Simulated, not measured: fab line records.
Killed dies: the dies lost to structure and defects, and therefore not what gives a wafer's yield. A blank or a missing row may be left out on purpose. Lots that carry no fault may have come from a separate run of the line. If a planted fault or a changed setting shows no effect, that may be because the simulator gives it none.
8D (eight disciplines) problem report, filled in by code | flow nand-harc | the parts of the form that need people (team, actions taken, sign-off) are left out

1. WHAT IS WRONG
Wafers without a fault read 199.4 nm, standard deviation 1.6; thk-nm at NHARC_P_BONDPAD_THK_MEAS_33 reads a mean of 250.2 nm on 6 wafers belonging to 2 lots. That is +32 standard deviations from the usual mean.
The step: measures by ellipsometry.
First seen on wafer L566.4, day 7 17:59, on film-metro-02. Wafers with a number at this step in the record: 36, from 12 lots. By rule, "out" or "out of limits" means more than 4 standard deviations away from the usual mean. The rest of the wafers with a number are treated as sound.

2. WHAT IT IS, AND WHAT IT ISN'T
question                    | is                     | is not
which readings at this step | thk-nm                 | -
which lots                  | L566, L567             | L561, L562, L563, L576, L577, L579, L580, L581, L582, L584
which wafers of those lots  | all that have a number | -
read on which gauges        | film-metro-02          | film-metro-01
when                        | from day 7 17:59       | up to then (9 sound wafers); but 21 sound wafers of L576, L577, L579, L580, L581, L582, L584 came after

3. WHAT RULES OUT EACH SUSPECT
Counting: a tool at any process step up to the reading remains a suspect when it ran all the lots that are out and ran no sound lot after the first of those.
- the gauge at NHARC_P_BONDPAD_THK_MEAS_33: ruled out. All the wafers that are out were read on film-metro-02, but those of them that NHARC_END_SORT_01 has rows for are out there too, on other tools.
- cmp-02 at NHARC_P_BONDPAD_CMP_32 (polishes SiCN, target thk 200 nm): ruled out as a lasting fault. The sound lots L576, L577, L580, L582 went through it after L566, its earliest lot that is out (day 7 17:45).
Left after counting: nothing in the record.

4. THE CAUSE (what the simulator had put in)
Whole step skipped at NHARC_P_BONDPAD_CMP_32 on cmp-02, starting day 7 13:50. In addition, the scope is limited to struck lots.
The count ruled it out by mistake, since the rule takes a fault to strike every lot its tool runs from the start of the fault on, and this one did not do so.

5. THE EFFECT CHAIN, in route order
Each row: a reading where the mean over the struck wafers with a number is more than 3 standard deviations away from the usual. Only readings whose record carries a usual standard deviation are examined. hours: median over the lots of the time between each lot's start at the first step of this table that gives one and its start at this step. sigmas: the change, counted in usual standard deviations.
hours | step                        | reading              | usual    | on struck wafers | change | sigmas
0     | NHARC_P_BONDPAD_THK_MEAS_33 | thk-nm               | 199.4 nm | 250.2            | +50.8  | +32
319   | NHARC_END_SORT_01           | defect-limited-yield | 95.5 %   | 0.0              | -95.5  | -73
319   | NHARC_END_SORT_01           | killed-at-periphery  | 3.1      | 656.7            | +653.6 | +99 or more
319   | NHARC_END_SORT_01           | killed-dies          | 31       | 677              | +646   | +73
319   | NHARC_END_SORT_01           | sort_bin_2_pct       | 1.3 %    | 97.6             | +96.3  | +99 or more
319   | NHARC_END_SORT_01           | sort-n-pass          | 646      | 0                | -646   | -73
319   | NHARC_END_SORT_01           | sort-rim-yield-pct   | 95.8 %   | 0.0              | -95.8  | -35
319   | NHARC_END_SORT_01           | sort-yield-pct       | 95.5 %   | 0.0              | -95.5  | -73
Readings that are blank on the struck wafers while sound wafers have them: edge-zone-pressure-frac at NHARC_P_BONDPAD_CMP_32; motor-current-A at NHARC_P_BONDPAD_CMP_32.
At these later measuring or inspecting steps, every struck wafer for which the step has a row has a number for every such reading, and none has moved that far: NHARC_P_BONDPAD_CD_MEAS_09.

6. WHAT WOULD HAVE CAUGHT IT SOONER
Counted from the fault's start at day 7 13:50, it took 4 hours until the first out-of-limits reading at a measuring or inspecting step in this record, taken at day 7 17:59.
At NHARC_P_BONDPAD_CMP_32 the tool's readings are blank on the struck wafers, where sound wafers have them: an empty tool record is the first sign, and it was there at once.
